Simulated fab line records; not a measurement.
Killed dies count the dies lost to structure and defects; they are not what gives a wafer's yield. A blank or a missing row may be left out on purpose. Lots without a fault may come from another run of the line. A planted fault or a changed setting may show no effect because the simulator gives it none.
Comparing a struck lot with a sound one    flow n5-finfet    14 out of 1938 route steps
Sound: the wafers L284.1, L284.3, L284.4. The struck wafers were L286.1, L286.3, L286.4. At the end, the cause is stated.
At each step with rows: each side's tool, then ch and its chambers, then its first start. Under that, the readings that differ: sound wafers    struck wafers    difference of the means    sigmas: that difference in standard deviations of wafers without a fault.
alike: readings with means less than 2 such deviations apart, plus words and numbers identical on both sides. not compared: withheld readings, readings lacking a value on some wafer, bounds such as >300 that could conceal the same value, and numbers that have no deviation in the record and whose values overlap.
The two part at a step that has a row with sigmas, a row that says differs or no value, or rows on one side only. When numbers do not overlap yet have no deviation, they are printed without sigmas and do not part them. A reading missing from all wafers of one side parts the sides only when that side holds two or more wafers.

N5_BEOL_M8_STRIP_67: strips in CF4.
  sound on rie-diel-03 ch 0,1,2, day 11 05:31; struck on rie-diel-06 ch 0,1,3, day 11 18:48
reading                 sound              struck             difference  sigmas
rf-vpp-V (V)            271.7 274.5 272.3  267.9 270.3 269.7  -3.5        -2
throttle-valve-pct (%)  13.38 13.12 13.23  13.77 13.61 13.68  +0.44       +2
  alike: drypump-motor-current-A, oes-product-au, showerhead-plenum-p-Torr
  not compared: rf-hours-counter-h
N5_BEOL_M8_HM_OPEN_17: chemistry Cl2/BCl3, target TiN, target depth 20 nm, overetch 6 nm.
  sound on rie-metal-03 ch 0,1, day 11 05:34; struck on rie-metal-03 ch 0,1, day 11 18:50
  alike: drypump-motor-current-A, mfc-cl2-sccm, oes-product-au, throttle-valve-pct
  not compared: rf-hours-counter-h
N5_BEOL_M8_STRIP_19: strips in O2.
  sound on rie-diel-03 ch 0,2,3, day 11 05:44; struck on rie-diel-02 ch 0,2,3, day 11 18:59
reading                 sound              struck             difference  sigmas
throttle-valve-pct (%)  16.28 16.43 16.30  16.81 16.86 16.79  +0.48       +2
  alike: drypump-motor-current-A, oes-product-au, rf-vpp-V, showerhead-plenum-p-Torr
  not compared: rf-hours-counter-h
N5_BEOL_M8_CD_MEAS_18: pitch 80 nm, target cd 40 nm.
  struck on cd-sem-03, day 11 19:03; sound on cd-sem-03, day 11 05:48
  alike: cd-nm
then, 8 steps without rows for these wafers: N5_BEOL_M8_COAT_63 (time 60 s, resist thk 60 nm); N5_BEOL_M8_COAT_64 (time 60 s, resist thk 12 nm); N5_BEOL_M8_COAT_71 (time 60 s, resist thk 5 nm); N5_BEOL_M8_COAT_22 (resist thk 30 nm); N5_BEOL_M8_EBR_24; N5_BEOL_M8_SOFTBAKE_23 (time 60 s); N5_BEOL_M8_EXPOSE_25 (exposes mask V7, target cd 40 nm); N5_BEOL_M8_PEB_26 (peb time 60 s).
N5_BEOL_M8_DEVELOP_27: develop time 30 s.
  struck on litho-track-03, day 11 21:25; sound on litho-track-04 ch 0, day 11 08:28
  no value came back on the struck wafers for chill-plate-temp-C (C), develop-time-s (s); on the sound wafers chill-plate-temp-C (C) reads 23.09 23.05 23.09
reading                                       sound           struck    difference  sigmas
model.CAR-EUV_of_BEOL_M8_COAT_22.thk-nm (nm)  29.6 29.6 29.4  30 30 30  +0          
N5_BEOL_M8_CD_MEAS_28: the cd target is 40 nm.
  sound on cd-sem-01 ch 0, day 11 08:32; struck on cd-sem-02 ch 0, day 11 21:29
reading     sound              struck  difference                     sigmas
cd-nm (nm)  40.06 40.06 39.71  - - -   no value on the struck wafers  

== WHERE THEY PART ==
At N5_BEOL_M8_STRIP_67 first; at N5_BEOL_M8_CD_MEAS_28 last (within this record only).

WHY: what had been put in by the simulator
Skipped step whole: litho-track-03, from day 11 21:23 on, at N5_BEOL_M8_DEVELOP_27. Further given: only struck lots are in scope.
